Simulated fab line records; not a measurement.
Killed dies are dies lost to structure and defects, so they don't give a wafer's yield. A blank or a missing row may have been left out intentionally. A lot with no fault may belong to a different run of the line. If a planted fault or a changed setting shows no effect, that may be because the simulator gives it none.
fab line records	flow n5Finfet
record lots=10	wafers=30	lastDay=18
route steps=1938 shown TV_LITHO@1879 TV_OPEN@1888 PAD_METAL@1894 PASSIVATION@1936
lots untouched by any fault: they come from a run of this same line in which no faults occurred
startH: start of the lot's first displayed wafer, in hours after the record's first day	waitH: hours since the lot's step before	" identical to the entry in the row above	L1.1+2: one row covering several wafers at once	- either no value or no given start	* or withheld: withheld	< > ~ a bound
route shown NAME@n: names a module that has steps shown in the file, with the first one's number in the route	usual: mean/standard deviation of fault-free wafers	same: alike in all rows	chamber/n: place in a boat	sites: the reading at each site	_std_site: standard deviation of those values	_edge_site: inner sites' mean taken away from outer sites' mean	radiusMm: how far each site lies from the wafer's centre	mask NAME#n: copy n	behind: the last tool/chamber to shape the wafer	hold: why the lot went on hold/how many hours it stayed there/how the hold came to an end	device: which transistor (n, p or np) failed to switch	end of line: the tests these same wafers got at the end of their route	a step without rows: its recipe alone	killed: dies lost to structure and defects at the first sort, not the wafer's yield	map: a wafer's dies, marking killed ones x, the rest . and places with no die _
set.NAME: the run value of the setting; set.NAME@STEP: its run value at that earlier step	model.NAME: the simulator's own value behind a step, which no gauge read
a sample of lots followed through the steps of the route, with each step as a table and each wafer as a row
services: a tool's chamber out of use, with start hour (startH, from the record's first day; less than 0 if before it), hours out, and reason
## steps
# step N5_PASSIVATION_EXPOSE_07
# recipe maskId=TV	na=0.55	sourceShape=conventional	sigmaOuter=0.8	polarization=unpolarized	defocusNm=0	targetCdNm=3000	doseMj=22.75
# usual exposureDoseMJCm2=22.746/0.024	focusOffsetNm=-0.2/0.49	reticleTempC=23.05/0.099
lot.wafer	tool	chamber	startH	waitH	mask	exposureDoseMJCm2	focusOffsetNm	reticleTempC
L114.2	krfScanner-02	0	271.79	-	TV#0	22.759	-0.3	23.13
L114.4	"	0	"	"	TV#0	22.778	-0.2	23.08
L114.5	"	0	"	"	TV#0	22.761	0.1	23.13
L115.1	krfScanner-02	0	277.42	-	TV#0	22.788	-0.2	23.11
L115.4	"	0	"	"	TV#0	22.779	-0.3	22.98
L115.5	"	0	"	"	TV#0	22.792	-0.1	23.08
L117.1	krfScanner-01	0	312.21	-	TV#0	22.716	-0.1	22.94
L117.2	"	0	"	"	TV#0	22.775	0.3	22.95
L117.5	"	0	"	"	TV#0	22.736	-0.1	22.87
L118.2	krfScanner-01	0	312.40	-	TV#0	22.721	-0.7	23.20
L118.3	"	0	"	"	TV#0	22.785	-0.4	23.11
L118.6	"	0	"	"	TV#0	22.740	-0.8	23.03
L120.1	krfScanner-01	0	315.93	-	TV#0	22.743	-0.5	23.05
L120.3	"	0	"	"	TV#0	22.760	-0.2	23.07
L120.6	"	0	"	"	TV#0	22.725	0.2	23.06
L119.2	krfScanner-01	0	318.91	-	TV#0	22.730	0.1	23.02
L119.3	"	0	"	"	TV#0	22.765	0.4	23.12
L119.5	"	0	"	"	TV#0	22.743	-0.6	23.08
L134.2	krfScanner-01	0	392.25	-	TV#0	22.732	-0.2	22.93
L134.3	"	0	"	"	TV#0	22.751	-0.7	22.90
L134.6	"	0	"	"	TV#0	22.739	-0.6	23.02
L133.1	krfScanner-01	0	402.45	-	TV#0	22.693	0.9	22.91
L133.4	"	0	"	"	TV#0	22.757	-0.3	23.06
L133.5	"	0	"	"	TV#0	22.759	-0.8	23.03
L135.1	krfScanner-01	0	402.48	-	TV#0	22.758	0.8	23.03
L135.3	"	0	"	"	TV#0	22.775	0.4	23.07
L135.4	"	0	"	"	TV#0	22.751	0.2	23.14
L136.3	krfScanner-02	0	418.19	-	TV#0	22.741	0.1	22.98
L136.5	"	0	"	"	TV#0	22.764	-0.1	23.20
L136.6	"	0	"	"	TV#0	22.756	-0.3	23.09
# step N5_PASSIVATION_CD_MEAS_10
# recipe targetCdNm=3000	landingEnergyEv=500	detector=seInlens
# usual cdNm=2999.4/2.1
lot.wafer	tool	chamber	startH	waitH	cdNm
L114.2	cdSem-03	0	271.96	-	2999.7
L114.4	"	0	"	"	2998.7
L114.5	"	0	"	"	2999.4
L115.1	cdSem-03	0	277.59	-	2999.7
L115.4	"	0	"	"	2997.4
L115.5	"	0	"	"	3001.6
L117.1	cdSem-03	0	312.38	-	2996.8
L117.2	"	0	"	"	2997.6
L117.5	"	0	"	"	2999.3
L118.2	cdSem-03	0	312.57	-	3000.8
L118.3	"	0	"	"	2998.9
L118.6	"	0	"	"	3001.2
L120.1	cdSem-02	0	316.11	-	3025.2
L120.3	"	0	"	"	3026.5
L120.6	"	0	"	"	3000.5
L119.2	cdSem-02	0	319.09	-	2999.9
L119.3	"	0	"	"	3025.2
L119.5	"	0	"	"	3027.3
L134.2	cdSem-02	0	392.42	-	2996.6
L134.3	"	0	"	"	3000.1
L134.6	"	0	"	"	3002.0
L133.1	cdSem-01	0	402.62	-	2998.2
L133.4	"	0	"	"	2999.9
L133.5	"	0	"	"	2998.2
L135.1	cdSem-03	0	402.66	-	2998.0
L135.3	"	0	"	"	2998.5
L135.4	"	0	"	"	3002.1
L136.3	cdSem-01	0	418.36	-	3001.4
L136.5	"	0	"	"	2999.3
L136.6	"	0	"	"	3002.4
# step N5_PASSIVATION_INSPECT_61
# recipe mode=adi	inspectInstrument=macro
# usual rawDefectCount=2.0/1.5
lot.wafer	tool	chamber	startH	waitH	rawDefectCount
L114.2	defectInspect-01	-	272.01	0.0	2
L114.4	"	-	"	"	2
L114.5	"	-	"	"	5
L115.1	defectInspect-01	-	277.65	0.0	2
L115.4	"	-	"	"	2
L115.5	"	-	"	"	5
L117.1	defectInspect-02	-	312.44	0.0	1
L117.2	"	-	"	"	1
L117.5	"	-	"	"	1
L118.2	defectInspect-02	-	312.64	0.0	2
L118.3	"	-	"	"	2
L118.6	"	-	"	"	1
L120.1	defectInspect-01	-	316.16	0.0	5
L120.3	"	-	"	"	4
L120.6	"	-	"	"	3
L119.2	defectInspect-02	-	319.14	0.0	1
L119.3	"	-	"	"	1
L119.5	"	-	"	"	3
L134.2	defectInspect-01	-	392.47	0.0	1
L134.3	"	-	"	"	2
L134.6	"	-	"	"	1
L133.1	defectInspect-02	-	402.68	0.0	4
L133.4	"	-	"	"	1
L133.5	"	-	"	"	6
L135.1	defectInspect-02	-	402.71	0.0	0
L135.3	"	-	"	"	2
L135.4	"	-	"	"	2
L136.3	defectInspect-02	-	418.41	0.0	1
L136.5	"	-	"	"	1
L136.6	"	-	"	"	1
# step N5_PASSIVATION_VIA_ETCH_13
# recipe chemistry=CHF3/O2	target=SiO2	targetDepthA=6600	CHF3_flow_sccm=50	O2_flow_sccm=5	Ar_flow_sccm=200	timeS=330	maskMaterial=PR	pressureMtorr=30	sourceW=650	biasW=170	ionEnergyEv=200	ends=cleared
# usual CHF3_flow_sccm=49.97/0.15	drypumpMotorCurrentA=5.40/0.27	etchRfOnTimeS=235/4.9	oes_f_703_au=0.80/0.086	oesProductAu=0.72/0.083	rfFwdPowerW=648.2/2.2	rfVppV=526/8.4	showerheadPlenumPTorr=2.42/0.058	throttleValvePct=18.86/0.22
lot.wafer	tool	chamber	startH	waitH	CHF3_flow_sccm	drypumpMotorCurrentA	etchRfOnTimeS	oes_f_703_au	oesProductAu	rfFwdPowerW	rfHoursCounterH	rfVppV	showerheadPlenumPTorr	throttleValvePct
L114.2	rieDiel-06	3	272.20	0.0	49.86	5.33	235	0.72	0.62	644.4	195	539	2.39	19.09
L114.4	"	1	"	"	49.90	5.46	235	0.89	0.81	643.6	23	523	2.47	18.72
L114.5	"	3	"	"	50.03	5.34	236	0.71	0.63	646.2	-	539	2.39	19.10
L115.1	rieDiel-03	3	277.84	0.0	50.01	5.16	228	0.91	0.84	645.8	10	541	2.46	18.77
L115.4	"	2	"	"	49.90	5.25	243	0.95	0.85	650.3	-	519	2.37	18.63
L115.5	"	3	"	"	49.94	5.17	231	0.91	0.86	646.6	-	544	2.46	18.78
L117.1	rieDiel-06	2	312.69	0.0	49.99	5.92	237	0.73	0.64	645.9	226	522	2.38	19.24
L117.2	"	3	"	"	49.89	5.36	239	0.71	0.62	648.6	208	539	2.39	19.11
L117.5	"	0	"	"	49.79	5.10	233	0.72	0.65	646.4	-	532	2.50	18.89
L118.2	rieDiel-03	0	313.08	0.0	50.12	5.93	240	0.68	0.62	650.8	234	524	2.37	18.68
L118.3	"	3	"	"	49.79	5.12	229	0.88	0.82	647.5	22	541	2.45	18.78
L118.6	"	3	"	"	49.99	5.15	230	0.87	0.82	646.4	-	544	2.45	18.82
L120.1	rieDiel-03	0	316.51	0.0	49.82	5.94	244	0.68	0.61	648.2	236	524	2.37	18.67
L120.3	"	1	"	"	49.65	5.28	239	0.75	0.69	646.6	103	523	2.54	18.94
L120.6	"	3	"	"	50.18	5.15	233	0.88	0.83	647.7	-	542	2.45	18.79
L119.2	rieDiel-05	3	319.36	0.0	50.21	5.32	233	0.69	0.63	650.6	207	529	2.39	19.04
L119.3	"	0	"	"	50.23	5.03	232	0.89	0.83	649.4	32	517	2.46	18.92
L119.5	"	1	"	"	49.86	5.44	234	0.82	0.76	647.7	-	524	2.34	18.49
L134.2	rieDiel-05	2	392.66	0.0	49.87	5.71	231	0.87	0.78	648.6	64	513	2.46	18.71
L134.3	"	1	"	"	50.12	5.43	232	0.80	0.76	643.1	90	524	2.33	18.55
L134.6	"	1	"	"	50.02	5.46	238	0.80	0.75	643.7	-	524	2.33	18.53
L133.1	rieDiel-03	2	402.87	0.0	50.22	5.25	235	0.87	0.77	648.9	44	520	2.35	18.70
L133.4	"	3	"	"	49.91	5.15	232	0.82	0.78	651.5	50	541	2.44	18.84
L133.5	"	3	"	"	49.79	5.14	233	0.83	0.78	651.9	-	542	2.44	18.85
L135.1	rieDiel-05	3	403.06	0.0	49.83	5.31	240	0.67	0.61	647.8	231	526	2.38	19.09
L135.3	"	0	"	"	50.19	5.04	231	0.86	0.79	648.6	57	518	2.45	18.95
L135.4	"	1	"	"	50.05	5.45	239	0.81	0.74	649.4	92	522	2.33	18.53
L136.3	rieDiel-05	1	418.83	0.0	49.90	5.44	229	0.80	0.75	646.8	97	523	2.33	18.55
L136.5	"	0	"	"	49.79	5.02	234	0.85	0.79	650.2	-	516	2.45	18.98
L136.6	"	3	"	"	49.86	5.31	236	0.66	0.61	648.6	-	527	2.38	19.11
# step N5_PASSIVATION_PRE_CLEAN_19
# recipe gas=H2/He	timeS=*	tempC=*
# usual heaterPowerW=471/39
lot.wafer	tool	chamber	startH	waitH	heaterPowerW
L114.2	pvdSputter-01	-	273.00	0.0	447
L114.4	"	-	"	"	443
L114.5	"	-	"	"	509
L115.1	pvdSputter-01	-	278.67	0.0	453
L115.4	"	-	"	"	436
L115.5	"	-	"	"	441
L117.1	pvdSputter-01	-	314.08	0.0	494
L117.2	"	-	"	"	445
L117.5	"	-	"	"	480
L118.2	pvdSputter-01	-	314.52	0.0	455
L118.3	"	-	"	"	437
L118.6	"	-	"	"	492
L120.1	pvdSputter-03	-	317.01	0.0	479
L120.3	"	-	"	"	395
L120.6	"	-	"	"	476
L119.2	pvdSputter-03	-	320.89	0.0	482
L119.3	"	-	"	"	506
L119.5	"	-	"	"	482
L134.2	pvdSputter-03	-	393.79	0.0	498
L134.3	"	-	"	"	481
L134.6	"	-	"	"	484
L133.1	pvdSputter-02	-	403.81	0.0	450
L133.4	"	-	"	"	590
L133.5	"	-	"	"	580
L135.1	pvdSputter-02	-	404.15	0.0	453
L135.3	"	-	"	"	502
L135.4	"	-	"	"	459
L136.3	pvdSputter-01	-	420.15	0.0	452
L136.5	"	-	"	"	442
L136.6	"	-	"	"	504
# step N5_PASSIVATION_PROBE_49
# usual defectLimitedYield=91.3/1.4	killed_at_M0_to_M3=36/11	killed_at_M4_up=13/5.2	killedAtContacts=13/6.5	killedAtFrontEnd=37/11	killedAtOther=3.6/2.9	killedDies=103/17	killedOpen=68/12	killedShort=33/7.3	sort_bin_4_leakage=0.01/0.039	sort_bin_5_function=5.2/0.91	sort_bin_6_memory=3.2/0.67	sort_bin_8_speed=0.00/0.0099	sortNPass=1077/17	sortYieldPct=91.3/1.4
# same grossDies=1180	killedAtBackSide=0
lot.wafer	tool	chamber	startH	waitH	defectLimitedYield[%]	killed_at_M0_to_M3	killed_at_M4_up	killedAtContacts	killedAtFrontEnd	killedAtOther	killedDies	killedOpen	killedShort	sort_bin_4_leakage[%]	sort_bin_5_function[%]	sort_bin_6_memory[%]	sort_bin_8_speed[%]	sortNPass	sortYieldPct[%]
L117.1	prober-01	-	319.80	0.0	93.2	33	8	6	32	1	80	55	25	0	3.9	2.4	0	1100	93.2
L117.2	prober-01	-	319.85	0.1	93.7	33	13	11	17	0	74	49	25	0	4.0	2.2	0	1106	93.7
L117.5	prober-01	-	320.00	0.2	92.7	27	16	4	38	1	86	56	30	0	3.6	3.1	0	1094	92.7
L118.2	prober-01	-	320.36	0.1	92.2	37	14	2	38	1	92	62	30	0	4.7	2.7	0	1088	92.2
L118.3	prober-01	-	320.41	0.1	91.2	42	16	7	34	5	104	74	29	0	5.3	3.3	0	1076	91.2
L118.6	prober-01	-	320.56	0.3	91.2	44	10	17	25	8	104	78	26	0	5.0	3.6	0	1076	91.2
L120.1	prober-01	-	323.32	0.0	93.7	27	11	10	20	6	74	50	24	0	3.6	2.5	0	1106	93.7
L120.3	prober-01	-	323.42	0.1	90.1	33	17	14	50	3	117	83	33	0	6.1	3.6	0	1063	90.1
L120.6	prober-01	-	323.57	0.3	92.1	20	11	16	46	0	93	55	37	0	5.0	2.5	0	1087	92.1
L135.1	prober-01	-	409.90	0.0	87.7	70	10	13	48	4	145	93	52	0	6.7	4.8	0	1035	87.7
L135.3	prober-01	-	410.00	0.1	92.5	40	14	3	24	8	89	61	28	0	4.7	2.6	0	1091	92.5
L135.4	prober-01	-	410.05	0.2	91.9	35	15	13	25	7	95	66	29	0	4.4	3.4	0	1085	91.9
# killed by level:class
L117.1 FIN_SAQP:geometricParticle:open=8 BEOL_M0_SAQP:geometricParticle:short=8 MOL_CONTACT_COAG:geometricParticle:open=6 BEOL_M1:geometricParticle:open=6 BEOL_M2:geometricParticle:open=6 BEOL_M3:geometricParticle:open=6 DUMMY_GATE:geometricParticle:open=5 BEOL_M0_SAQP:geometricParticle:open=5
L117.2 BEOL_M0_SAQP:geometricParticle:open=9 MOL_CONTACT_COAG:geometricParticle:open=8 BEOL_M2:geometricParticle:open=8 BEOL_M0_SAQP:geometricParticle:short=6 BEOL_M1:geometricParticle:open=6 GATE_CUT:geometricParticle:short=4 BEOL_M4:geometricParticle:open=4 FIN_SAQP:geometricParticle:short=3
L117.5 STI_FIN_REVEAL:geometricParticle:open=8 BEOL_M4:geometricParticle:open=8 FIN_SAQP:geometricParticle:open=7 FIN_SAQP:geometricParticle:short=6 BEOL_M0_SAQP:geometricParticle:short=6 BEOL_M1:geometricParticle:open=6 BEOL_M2:geometricParticle:open=5 BEOL_M3:geometricParticle:open=5
L118.2 FIN_SAQP:geometricParticle:short=10 BEOL_M0_SAQP:geometricParticle:open=9 BEOL_M2:geometricParticle:open=8 BEOL_M3:geometricParticle:open=8 FIN_SAQP:geometricParticle:open=6 STI_FIN_REVEAL:geometricParticle:open=6 BEOL_M5:geometricParticle:open=5 DUMMY_GATE:geometricParticle:open=4
L118.3 BEOL_M0_SAQP:geometricParticle:open=15 FIN_SAQP:geometricParticle:open=8 BEOL_M3:geometricParticle:open=8 MOL_CONTACT_COAG:geometricParticle:open=7 BEOL_M1:geometricParticle:open=7 FIN_SAQP:geometricParticle:short=6 BEOL_M0_SAQP:geometricParticle:short=6 STI_FIN_REVEAL:geometricParticle:open=5
L118.6 BEOL_M2:geometricParticle:open=16 MOL_CONTACT_COAG:geometricParticle:open=15 BEOL_M3:geometricParticle:open=9 STI_FIN_REVEAL:geometricParticle:open=8 BEOL_M4:geometricParticle:open=6 BEOL_M0_SAQP:geometricParticle:short=5 FIN_SAQP:geometricParticle:short=4 PASS1_CAP:geometricParticle:open=4
L120.1 FIN_SAQP:geometricParticle:open=8 BEOL_M0_SAQP:geometricParticle:short=8 MOL_CONTACT_COAG:geometricParticle:open=6 BEOL_M3:geometricParticle:open=6 BEOL_M0_SAQP:geometricParticle:open=5 MOL_CONTACT_COAG:geometricParticle:short=4 BEOL_M2:geometricParticle:open=4 FIN_SAQP:geometricParticle:short=3
L120.3 FIN_SAQP:geometricParticle:open=23 MOL_CONTACT_COAG:geometricParticle:open=13 BEOL_M3:geometricParticle:open=11 BEOL_M2:geometricParticle:open=8 BEOL_M0_SAQP:geometricParticle:short=7 DUMMY_GATE:geometricParticle:open=5 FIN_SAQP:geometricParticle:short=5 BEOL_M4:geometricParticle:short=5
L120.6 FIN_SAQP:geometricParticle:open=18 MOL_CONTACT_COAG:geometricParticle:open=13 FIN_SAQP:geometricParticle:short=9 BEOL_M0_SAQP:geometricParticle:short=6 BEOL_M4:geometricParticle:open=4 STARTING-WAFER:geometricParticle:short=4 FIN_CUT:geometricParticle:short=3 BEOL_M3:geometricParticle:open=3
L135.1 BEOL_M0_SAQP:geometricParticle:open=26 BEOL_M0_SAQP:geometricParticle:short=16 FIN_SAQP:geometricParticle:open=11 FIN_SAQP:geometricParticle:short=9 MOL_CONTACT_COAG:geometricParticle:open=9 BEOL_M3:geometricParticle:open=9 STI_FIN_REVEAL:geometricParticle:open=6 BEOL_M2:geometricParticle:open=6
L135.3 BEOL_M0_SAQP:geometricParticle:open=13 BEOL_M3:geometricParticle:open=11 BEOL_M0_SAQP:geometricParticle:short=7 BEOL_M1:geometricParticle:open=6 FIN_SAQP:geometricParticle:open=5 BEOL_M4:geometricParticle:open=5 FIN_SAQP:geometricParticle:short=4 GATE_CUT:geometricParticle:short=4
L135.4 MOL_CONTACT_COAG:geometricParticle:open=11 BEOL_M3:geometricParticle:open=10 BEOL_M0_SAQP:geometricParticle:short=8 BEOL_M0_SAQP:geometricParticle:open=7 BEOL_M4:geometricParticle:open=7 STI_FIN_REVEAL:geometricParticle:open=6 FIN_SAQP:geometricParticle:short=5 FIN_SAQP:geometricParticle:open=4
## services
tool	chamber	startH	hours	kind
rieDiel-03	-	252.99	2.8	pm
krfScanner-02	-	254.91	1.3	pm
rieDiel-03	3	257.10	10.3	repair
krfScanner-01	-	263.26	0.8	pm
krfScanner-02	-	263.46	1.1	repair
rieDiel-03	0	275.51	4.4	repair
krfScanner-01	-	281.18	1.0	pm
rieDiel-03	-	281.98	0.1	repair
krfScanner-01	-	289.88	4.0	pm
rieDiel-05	2	295.07	17.0	repair
krfScanner-02	-	304.68	12.1	repair
pvdSputter-01	-	306.96	5.3	repair
rieDiel-05	2	316.07	4.0	repair
rieDiel-03	3	317.28	3.7	repair
krfScanner-02	-	342.81	0.6	repair
pvdSputter-01	-	347.23	7.8	repair
krfScanner-01	-	350.69	0.3	repair
krfScanner-02	-	361.06	1.0	pm
pvdSputter-01	-	365.53	1.5	repair
rieDiel-05	1	370.48	4.3	repair
rieDiel-05	1	375.69	6.9	repair
krfScanner-02	-	399.77	4.2	repair
krfScanner-01	-	410.37	1.3	pm
krfScanner-01	-	415.17	4.4	pm
## key
firstSign step=N5_PASSIVATION_CD_MEAS_10	reading=cdNm	direction=up	sigmas=13	usual=2999.4	struck=3026.0
effect none on later readings
metAt N5_PASSIVATION_EXPOSE_07
struckLots L119,L120
struckWafers L119.3,L119.5,L120.1,L120.3
notActingAt N5_PASSIVATION_INSPECT_61,N5_PASSIVATION_VIA_ETCH_13,N5_PASSIVATION_PRE_CLEAN_19
onsetBetween 312.40 315.93
fault kind=processParameterDrift	tool=krfScanner-01	chamber=-	onsetH=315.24	steps=N5_PASSIVATION_EXPOSE_07	channel=focusNm	offset=486.69	shape=step	endH=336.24	scope=struckWafersOnly
